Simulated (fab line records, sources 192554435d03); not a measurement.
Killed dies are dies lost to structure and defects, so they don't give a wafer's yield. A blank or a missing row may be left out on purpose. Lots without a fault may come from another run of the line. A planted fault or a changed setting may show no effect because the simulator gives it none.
Which tool did it? | flow n5_finfet | 7 lots, 21 wafers sampled, at 2 steps of a route of 1938

WHAT THE GAUGES READ, wafer by wafer
N5_BEOL_M12_THK_MEAS_01.
lot  | measured     | on            | M12_ILD_THK (nm)
L573 | day 11 22:47 | film_metro-01 | 654 647 658
L575 | day 12 16:16 | film_metro-02 | 660 668 669
L580 | day 13 14:35 | film_metro-01 | 665 664 663
L582 | day 14 11:43 | film_metro-01 | 658 655 667
L584 | day 15 05:59 | film_metro-02 | 652 666 666
L586 | day 15 23:24 | film_metro-01 | 657 667 669
L589 | day 16 17:35 | film_metro-02 | 667 666 679

WHICH TOOL RAN EACH LOT (tool, then ch and the chambers of the sampled wafers, then the start)
lot  | N5_BEOL_M11_DEP_56
L573 | pecvd-02 ch 0,1, day 11 22:32
L575 | pecvd-04 ch 0,2, day 12 16:00
L580 | pecvd-02 ch 1,2, day 13 14:20
L582 | pecvd-02 ch 0,1,2, day 14 11:27
L584 | pecvd-02 ch 0,1, day 15 05:44
L586 | pecvd-03 ch 0,2, day 15 23:09
L589 | pecvd-04 ch 0,2, day 16 17:20
- N5_BEOL_M11_DEP_56: deposits SiCN from 3MS/NH3, target thk 30 nm, time 10.5 s.

THE ANSWER, worked out from the rows above alone
Rule: what is usual is taken from the lots themselves. Put in order of their means at a reading, lots are off if they are a third of the lots or fewer, leave a main group of 4 or more, and stand apart from it by a gap of 3 or more times the standard deviation of the main group's means; of several such gaps the widest counts. A main group whose means are all the same, to the digits that the tables above print for the reading, isn't used. A lot without any number at a reading at which 4 lots or more have one is off too. The other lots that the step has rows for count as sound.
No lot is off at any reading shown: from this, nothing can be told.

WHAT THE SIMULATOR HAD PUT IN
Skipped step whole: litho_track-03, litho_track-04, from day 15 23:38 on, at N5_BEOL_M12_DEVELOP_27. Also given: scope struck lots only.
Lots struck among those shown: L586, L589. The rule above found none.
